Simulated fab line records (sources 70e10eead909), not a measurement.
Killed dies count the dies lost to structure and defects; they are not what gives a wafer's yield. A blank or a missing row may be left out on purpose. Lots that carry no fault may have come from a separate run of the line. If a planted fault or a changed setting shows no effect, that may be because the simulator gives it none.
A struck lot beside a sound one -- flow nand harc -- 18 out of 1302 route steps
Sound: wafers L175.1, L175.2, L175.6. The struck wafers were L184.2, L184.3, L184.4. The cause comes at the end.
For every step that has rows: the tool of each side, followed by ch and its chambers, followed by its first start. Under that, the readings that differ: sound wafers -- struck wafers -- difference of the means -- sigmas: that difference in standard deviations of wafers without a fault.
alike: words and numbers the same on both sides, and readings whose means are apart by under 2 such deviations; not compared: readings that were withheld, readings missing a value for some wafer, numbers with overlapping values and no deviation given by the record, and bounds like >300 which may hide the same value.
A row with sigmas, a row that says differs or no value, or rows on one side alone: a step with any of these is where the two part. When numbers do not overlap yet have no deviation, they are printed without sigmas and do not part them. A reading that every wafer of one side lacks parts them only if that side has two wafers or more.

first, 2 steps without rows for these wafers: NHARC_A_BONDPAD_HARDBAKE_10 (time 65 s); NHARC_A_BONDPAD_DESCUM_11 (chemistry O2, time 3 s).
NHARC_A_BONDPAD_ETCH_34: etches the open film in N2/H2, target depth 60 nm, overetch 18 nm, time 65.91 s.
  sound on rie diel-08 ch 0,1,2, day 25 00:08; struck on rie diel-12 ch 0,1,2, day 29 14:29
reading,sound,struck,difference,sigmas
rf vpp V (V),430.5 430.8 434.2,429.9 424.7 425.7,-5.1,-2
  alike: drypump motor current A, h2 flow sccm, oes product au, showerhead plenum p Torr, throttle valve pct
  not compared: rf hours counter h
then, 1 step without rows for these wafers: NHARC_A_BONDPAD_ETCH_12 (etches the open film in CHF3/O2, target depth 220 nm, time 110 s).
NHARC_A_BONDPAD_CD_MEAS_13:
  sound on cd sem-01 at day 25 00:22; struck on cd sem-01 at day 29 14:43
  alike: cd nm
then, 1 step without rows for these wafers: NHARC_A_BONDPAD_STRIP_15 (strips in O2).
NHARC_A_BONDPAD_ETCH_24: etches the open film in CF4/N2, target depth 30 nm, time 72.99 s.
  sound: rie diel-08 ch 0,1; struck: rie diel-12 ch 0,2,3
  alike: drypump motor current A, oes product au, rf vpp V, showerhead plenum p Torr, throttle valve pct
  not compared: rf hours counter h
then, 2 steps without rows for these wafers: NHARC_A_BONDPAD_STRIP_16 (strips in post etch residue remover, time 600 s); NHARC_A_BONDPAD_DEGAS_25 (time 60 s).
NHARC_A_BONDPAD_PRE_CLEAN_26: time 30 s.
  sound on pvd sputter-03; struck on pvd sputter-01
  alike: heater power w
then, 1 step without rows for these wafers: NHARC_A_BONDPAD_PVD_17 (deposits TaN, target thk 5 nm, time 8.06 s).
NHARC_A_BONDPAD_PVD_27: deposits Cu, target thk 30 nm, time 20.49 s.
  sound on pvd sputter-03; struck on pvd sputter-01
  alike: throttle valve pct
NHARC_A_BONDPAD_ECD_18: material Cu, target thk 400 nm.
  sound on ecd cu-02 ch 0,1, day 25 01:24; struck on ecd cu-01 ch 0,1, day 29 15:43
  no value came back on the struck wafers for bath heat duty pct (%), bath temp c (C); on the sound wafers bath heat duty pct (%) reads 5.7 5.6 5.1
then, 1 step without rows for these wafers: NHARC_A_BONDPAD_ANNEAL_28 (time 90 s).
NHARC_A_BONDPAD_CMP_19: polishes, t overpolish 30 s, cu recess touch 16 s, target thk 169.82 nm.
  sound on cmp-02 ch 0,1, day 25 02:07; struck on cmp-02 ch 1,2,3, day 29 16:25
  alike: motor current A, overpolish run s
NHARC_A_BONDPAD_THK_MEAS_20: measures by xrf.
  sound on film metro-01 at day 25 02:26; struck on film metro-02 at day 29 16:44
reading,sound,struck,difference,sigmas
thk nm (nm),172.1 172.7 171.4,30.9 30.6 28.0,-142.2,-99 or more
then, 1 step without rows for these wafers: NHARC_A_BONDPAD_SRD_21 (time 30 s, dry time 20 s).
NHARC_END_SORT_01:
  sound on prober-01 ch 0, day 26 07:58; struck on prober-01 ch 0, day 30 21:39
reading,sound,struck,difference,sigmas
defect limited yield (%),93 91 93,0 0 0,-92,-29
killed at array,42 59 43,672 671 669,+623,+28
killed dies,49 60 47,677 677 677,+625,+28
  alike: killed at other, killed at periphery, killed open, killed short

WHERE THEY PART
First at NHARC_A_BONDPAD_ETCH_34; last, within this record, at NHARC_END_SORT_01.

WHY: whatever the simulator had introduced
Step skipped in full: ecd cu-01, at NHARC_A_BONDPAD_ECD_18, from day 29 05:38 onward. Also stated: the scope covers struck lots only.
